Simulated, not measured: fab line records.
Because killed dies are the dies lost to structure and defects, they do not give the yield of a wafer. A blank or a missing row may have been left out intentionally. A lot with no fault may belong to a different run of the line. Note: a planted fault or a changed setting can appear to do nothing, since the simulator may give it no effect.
fab line records    flow n5Finfet
record: lots: 6  wafers: 18  lastDay: 18
route steps=1938 shown BEOL_M5@1118 PASSIVATION@1936
lots that met no fault: from a run of the same line without faults
startH: hours from the record's first day to the start of the lot's first wafer shown    waitH: time in hours since the lot's previous step    " the same as in the row above    L1.1+2: a single row standing in for several wafers    - no value, or no start was given    * or withheld: withheld    < > ~ a bound
route shown NAME@n: a module of which the file shows steps, and the number in the route of the first    usual: mean/standard deviation of fault-free wafers    same: alike in all rows    chamber/n: place in a boat    sites: the reading at each site    _std_site: their standard deviation    _edge_site: inner sites' mean taken away from outer sites' mean    radiusMm: for every site, how far away it sits from the centre of the wafer    mask NAME#n: copy n    behind: the most recent tool/chamber to have shaped the wafer    hold: the reason the lot was held/the length of the hold in hours/how it ended    device: which transistor (n, p or np) failed to switch    end of line: the same wafers' tests at the end of the route    step lacking rows: just its recipe    killed: the dies lost at the first sort to structure and to defects; this is not the yield of the wafer    map: shows each die of a wafer: x if killed, . if not, _ if none is there
set.NAME: the run value of the setting; set.NAME@STEP: its run value at that earlier step    model.NAME: the simulator's own value behind a step, which no gauge read
a table for each step, a row for each wafer; lots at some steps of the route
services: when a tool's chamber went out of use (startH, in hours from the record's first day, below 0 if earlier), for how many hours, and the reason
== steps ==
step: N5_BEOL_M5_COAT_60
recipe: resist: SiARC  tempC: 220  timeS: 60  spinRpm: 1500  resistThkNm: 12
step: N5_BEOL_M5_COAT_71
recipe: resist: underlayer  tempC: 205  timeS: 60  spinRpm: 1500  resistThkNm: 5
step: N5_BEOL_M5_COAT_05
recipe: resist: CAR-EUV  spinRpm: 1500  resistThkNm: 30
step: N5_BEOL_M5_EBR_07
recipe: solvent: PGMEA  ebrWidthMm: 1.5
step: N5_BEOL_M5_SOFTBAKE_06
recipe: tempC: 110  timeS: 60  resist: CAR-EUV
step: N5_BEOL_M5_EXPOSE_08
recipe: maskId: M5  na: 0.33  sourceShape: annular  sigmaInner: 0.4  sigmaOuter: 0.8  polarization: unpolarized  targetCdNm: 28  doseMj: 35.75
step: N5_BEOL_M5_PEB_09
recipe: pebTempC: 100  pebTimeS: 60  resist: CAR-EUV
step: N5_BEOL_M5_DEVELOP_10
recipe: developTimeS: 30  developer: TMAH  resist: CAR-EUV  rinseLiquid: surfactantRinse  dry: airSpin  devTempC: 23
step: N5_BEOL_M5_CD_MEAS_11
recipe: targetCdNm: 27.74  landingEnergyEv: 500  detector: seInlens
usual: cdNm: 27.96/0.24
lot.wafer  tool      chamber  startH  waitH  cdNm
L299.2     cdSem-01  0        171.48  -      28.04
L299.3     "         0        "       "      27.84
L299.5     "         0        "       "      28.11
L302.1     cdSem-02  0        188.75  -      28.22
L302.2     "         0        "       "      27.72
L302.5     "         0        "       "      28.05
L306.1     cdSem-01  0        223.14  -      27.46
L306.3     "         0        "       "      27.81
L306.5     "         0        "       "      27.55
L308.2     cdSem-03  0        245.67  -      27.85
L308.3     "         0        "       "      27.78
L308.6     "         0        "       "      28.26
L309.1     cdSem-02  0        265.95  -      28.06
L309.2     "         0        "       "      28.16
L309.4     "         0        "       "      27.68
L318.1     cdSem-02  0        313.18  -      28.28
L318.3     "         0        "       "      27.79
L318.4     "         0        "       "      28.23
step: N5_BEOL_M5_OVL_MEAS_12
recipe: pointsPerWafer: 522
usual: M5_OVL: -0.1/0.54
lot.wafer  tool        chamber  startH  waitH  M5_OVL[nm]
L299.2     overlay-02  0        171.51  0.0    0.0
L299.3     "           0        "       "      0.3
L299.5     "           0        "       "      0.2
L302.1     overlay-01  0        188.78  0.0    0.8
L302.2     "           0        "       "      0.3
L302.5     "           0        "       "      0.7
L306.1     overlay-01  0        223.17  0.0    -0.2
L306.3     "           0        "       "      0.4
L306.5     "           0        "       "      0.1
L308.2     overlay-01  0        245.71  0.0    -0.2
L308.3     "           0        "       "      0.1
L308.6     "           0        "       "      -0.1
L309.1     overlay-02  0        265.98  0.0    -0.4
L309.2     "           0        "       "      -0.8
L309.4     "           0        "       "      -1.2
L318.1     overlay-02  0        313.21  0.0    -0.2
L318.3     "           0        "       "      -0.2
L318.4     "           0        "       "      -0.5
step: N5_BEOL_M5_INSPECT_13
recipe: mode: adi  inspectInstrument: brightfield
usual: rawDefectCount: 412/100
lot.wafer  tool              chamber  startH  waitH  rawDefectCount
L299.2     defectInspect-02  -        171.56  0.0    285
L299.3     "                 -        "       "      414
L299.5     "                 -        "       "      301
L302.1     defectInspect-01  -        188.84  0.1    607
L302.2     "                 -        "       "      512
L302.5     "                 -        "       "      579
L306.1     defectInspect-02  -        223.23  0.1    503
L306.3     "                 -        "       "      445
L306.5     "                 -        "       "      415
L308.2     defectInspect-02  -        245.76  0.0    359
L308.3     "                 -        "       "      367
L308.6     "                 -        "       "      341
L309.1     defectInspect-01  -        266.04  0.1    492
L309.2     "                 -        "       "      563
L309.4     "                 -        "       "      458
L318.1     defectInspect-01  -        313.27  0.1    391
L318.3     "                 -        "       "      483
L318.4     "                 -        "       "      341
step: N5_BEOL_M5_DESCUM_16
recipe: chemistry: O2  timeS: 7  sourcePowerW: 50  biasPowerW: 20  pressureMtorr: 20  rfFrequencyHz: 2.712e+07  tempC: 40  resist: CAR-EUV  o2FlowSccm: 225
usual: biasPowerW: 20.00/0.06  drypumpMotorCurrentA: 5.9/0.7  oesProductAu: 0.76/0.056  rfVppV: 242.9/1.2  showerheadPlenumPTorr: 2.07/0.055  throttleValvePct: 20.30/0.2
same: timeS: 7
lot.wafer  tool        chamber  startH  waitH  biasPowerW  drypumpMotorCurrentA  oesProductAu  rfHoursCounterH  rfVppV  showerheadPlenumPTorr  throttleValvePct
L299.2     rieDiel-01  3        171.60  0.0    20.12       6.4                   0.87          38               241.3   2.05                   20.34
L299.3     "           2        "       "      20.05       5.2                   0.73          157              242.4   2.07                   20.01
L299.5     "           2        "       "      20.03       5.2                   0.72          -                242.1   2.07                   20.03
L302.1     rieDiel-04  3        188.88  0.0    19.95       6.8                   0.83          64               240.4   2.04                   20.34
L302.2     "           2        "       "      20.04       6.4                   0.89          18               243.8   2.07                   20.24
L302.5     "           1        "       "      20.05       4.7                   0.73          -                244.0   2.18                   20.30
L306.1     rieDiel-01  1        223.49  0.3    19.95       4.9                   0.71          209              240.0   1.98                   20.41
L306.3     "           2        "       "      19.90       5.2                   0.71          176              244.4   2.07                   20.04
L306.5     "           1        "       "      20.07       4.9                   0.70          -                241.2   1.98                   20.41
L308.2     rieDiel-01  1        245.79  0.0    19.97       4.8                   0.69          215              240.9   1.98                   20.42
L308.3     "           3        "       "      20.02       6.4                   0.84          56               242.1   2.04                   20.38
L308.6     "           1        "       "      20.09       4.8                   0.69          -                241.3   1.98                   20.43
L309.1     rieDiel-03  2        266.17  0.1    19.98       6.6                   0.75          197              242.3   2.01                   20.61
L309.2     "           0        "       "      19.97       6.4                   0.78          112              241.8   2.10                   20.22
L309.4     "           1        "       "      20.06       5.3                   0.81          68               243.4   2.12                   19.94
L318.1     rieDiel-03  0        313.31  0.0    20.09       6.4                   0.76          126              241.9   2.09                   20.24
L318.3     "           2        "       "      20.08       6.6                   0.72          211              241.3   2.00                   20.62
L318.4     "           3        "       "      19.89       6.4                   0.70          237              240.7   2.03                   20.33
step: N5_BEOL_M5_ETCH_72
recipe: chemistry: N2/H2  target: underlayer  targetDepthA: 65  maskMaterial: CAR-EUV  timeS: 5.2  ionEnergyEv: 200  pressureMtorr: 30  sourceW: 840  biasW: 150  n2FlowSccm: 200  h2FlowSccm: 200  ends: cleared
usual: drypumpMotorCurrentA: 5.9/0.69  etchRfOnTimeS: 5.30/0.13  oesProductAu: 0.64/0.046  rfVppV: 523.2/2.4  showerheadPlenumPTorr: 2.52/0.074  throttleValvePct: 17.76/0.23
lot.wafer  tool        chamber  startH  waitH  drypumpMotorCurrentA  etchRfOnTimeS  oesProductAu  rfHoursCounterH  rfVppV  showerheadPlenumPTorr  throttleValvePct
L299.2     rieDiel-01  3        171.63  0.0    6.4                   5.30           0.73          38               525.0   2.49                   17.76
L299.3     "           2        "       "      5.2                   5.38           0.62          157              521.8   2.54                   17.59
L299.5     "           2        "       "      5.2                   5.41           0.60          -                522.9   2.54                   17.57
L302.1     rieDiel-04  3        188.91  0.0    6.7                   5.22           0.70          64               521.0   2.47                   17.76
L302.2     "           2        "       "      6.5                   5.34           0.75          18               523.6   2.48                   17.33
L302.5     "           1        "       "      4.7                   5.13           0.63          -                526.3   2.66                   17.85
L306.1     rieDiel-01  1        223.53  0.0    4.9                   3.29           0.79          209              521.5   2.40                   18.00
L306.3     "           2        "       "      5.2                   3.34           0.80          176              524.1   2.53                   17.67
L306.5     "           1        "       "      4.9                   3.36           0.79          -                522.3   2.40                   18.00
L308.2     rieDiel-01  1        245.83  0.0    4.9                   3.35           0.78          215              521.0   2.40                   17.97
L308.3     "           3        "       "      6.4                   3.26           0.95          56               522.9   2.48                   17.82
L308.6     "           1        "       "      4.9                   3.40           0.78          -                517.0   2.40                   18.04
L309.1     rieDiel-03  2        266.20  0.0    6.6                   5.29           0.63          197              519.3   2.41                   17.97
L309.2     "           0        "       "      6.4                   5.50           0.65          112              523.8   2.56                   17.73
L309.4     "           1        "       "      5.4                   5.24           0.69          68               526.4   2.57                   17.29
L318.1     rieDiel-03  0        313.34  0.0    6.4                   5.60           0.64          126              526.0   2.55                   17.76
L318.3     "           2        "       "      6.6                   5.23           0.62          211              518.2   2.41                   18.00
L318.4     "           3        "       "      6.5                   5.17           0.60          237              525.2   2.51                   18.05
step: N5_BEOL_M5_ETCH_61
recipe: chemistry: CF4  target: SiARC  targetDepthA: 156  maskMaterial: CAR-EUV  timeS: 26  ionEnergyEv: 80  pressureMtorr: 40  sourceW: 545  biasW: 36  Ar_flow_sccm: 100  cf4FlowSccm: 100  ends: cleared
usual: drypumpMotorCurrentA: 5.9/0.7  etchRfOnTimeS: 26.5/0.68  oesProductAu: 0.64/0.047  rfVppV: 183.8/1.1  showerheadPlenumPTorr: 2.12/0.053  throttleValvePct: 15.52/0.19
lot.wafer  tool        chamber  startH  waitH  drypumpMotorCurrentA  etchRfOnTimeS  oesProductAu  rfHoursCounterH  rfVppV  showerheadPlenumPTorr  throttleValvePct
L299.2     rieDiel-01  3        171.65  0.0    6.4                   26.3           0.74          38               182.5   2.11                   15.53
L299.3     "           2        "       "      5.2                   27.3           0.61          157              184.1   2.15                   15.38
L299.5     "           2        "       "      5.2                   27.4           0.60          -                184.9   2.15                   15.39
L302.1     rieDiel-04  3        188.93  0.0    6.7                   26.3           0.71          64               183.9   2.09                   15.51
L302.2     "           2        "       "      6.5                   26.9           0.74          18               183.2   2.09                   15.19
L302.5     "           1        "       "      4.7                   25.6           0.63          -                186.3   2.22                   15.44
L306.1     rieDiel-01  1        223.55  0.0    4.8                   27.1           0.60          209              183.6   2.04                   15.71
L306.3     "           2        "       "      5.2                   27.5           0.60          176              183.7   2.14                   15.41
L306.5     "           1        "       "      4.8                   27.2           0.59          -                183.7   2.04                   15.71
L308.2     rieDiel-01  1        245.85  0.0    4.9                   27.3           0.58          215              181.9   2.03                   15.72
L308.3     "           3        "       "      6.4                   26.6           0.71          56               182.7   2.10                   15.55
L308.6     "           1        "       "      4.9                   27.1           0.59          -                182.4   2.03                   15.71
L309.1     rieDiel-03  2        266.22  0.0    6.6                   25.9           0.64          197              182.0   2.04                   15.74
L309.2     "           0        "       "      6.4                   27.2           0.65          112              185.4   2.14                   15.42
L309.4     "           1        "       "      5.3                   26.3           0.70          68               183.9   2.17                   15.17
L318.1     rieDiel-03  0        313.36  0.0    6.4                   27.8           0.64          126              184.2   2.14                   15.44
L318.3     "           2        "       "      6.6                   26.1           0.62          211              184.3   2.04                   15.77
L318.4     "           3        "       "      6.4                   25.5           0.61          237              185.1   2.10                   15.72
step: N5_PASSIVATION_PROBE_49
usual: defectLimitedYield: 91.4/1.5  killed_at_M0_to_M3: 33/11  killed_at_M4_up: 14/5.3  killedAtContacts: 13/6.2  killedAtFrontEnd: 39/13  killedAtOther: 3.1/2.8  killedDies: 102/17  killedOpen: 68/13  killedShort: 32/7.8  sort_bin_5_function: 5.1/0.95  sort_bin_6_memory: 3.2/0.7  sortNPass: 1078/18  sortYieldPct: 91.3/1.5
same: grossDies: 1180  killedAtBackSide: 0  sort_bin_4_leakage[%]: 0  sort_bin_8_speed[%]: 0
lot.wafer  tool       chamber  startH  waitH  defectLimitedYield[%]  killed_at_M0_to_M3  killed_at_M4_up  killedAtContacts  killedAtFrontEnd  killedAtOther  killedDies  killedOpen  killedShort  sort_bin_5_function[%]  sort_bin_6_memory[%]  sortNPass  sortYieldPct[%]
L309.1     prober-02  -        372.87  0.0    90.4                   30                  17               17                44                5              113         86          22           5.4                     3.7                   1067       90.4
killed by level:class
L309.1 MOL_CONTACT_COAG:geometricParticle:open=17 STI_FIN_REVEAL:geometricParticle:open=16 BEOL_M4:geometricParticle:open=12 BEOL_M3:geometricParticle:open=8 BEOL_M0_SAQP:geometricParticle:open=7 BEOL_M0_SAQP:geometricParticle:short=6 BEOL_M2:geometricParticle:open=5 FIN_SAQP:geometricParticle:open=4
== services ==
tool        chamber  startH  hours  kind
rieDiel-04  3        157.82  7.7    repair
rieDiel-01  3        159.74  5.1    repair
rieDiel-04  0        164.51  10.8   repair
rieDiel-01  0        192.03  15.2   repair
rieDiel-01  3        199.51  13.7   repair
rieDiel-01  1        203.97  4.9    repair
rieDiel-01  3        233.71  4.6    repair
rieDiel-03  -        247.81  0.9    repair
rieDiel-03  1        292.57  11.4   repair
rieDiel-04  -        307.34  1.1    repair
== key ==
firstSign: step: N5_BEOL_M5_ETCH_72  reading: etchRfOnTimeS  direction: down  sigmas: 16  usual: *  struck: *
effect: step: N5_BEOL_M5_ETCH_72  reading: oesProductAu  direction: up  sigmas: 3.7  usual: 0.64  struck: 0.81
metAt N5_BEOL_M5_ETCH_72
struckWafers L306.1,L306.3,L306.5,L308.2,L308.3,L308.6
onsetBetween 171.63 223.53
fault: kind: processParameterDrift  tool: rieDiel-01  chamber: -  onsetH: 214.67  steps: N5_BEOL_M5_ETCH_72  channel: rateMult  offset: 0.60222  shape: step  endH: 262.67
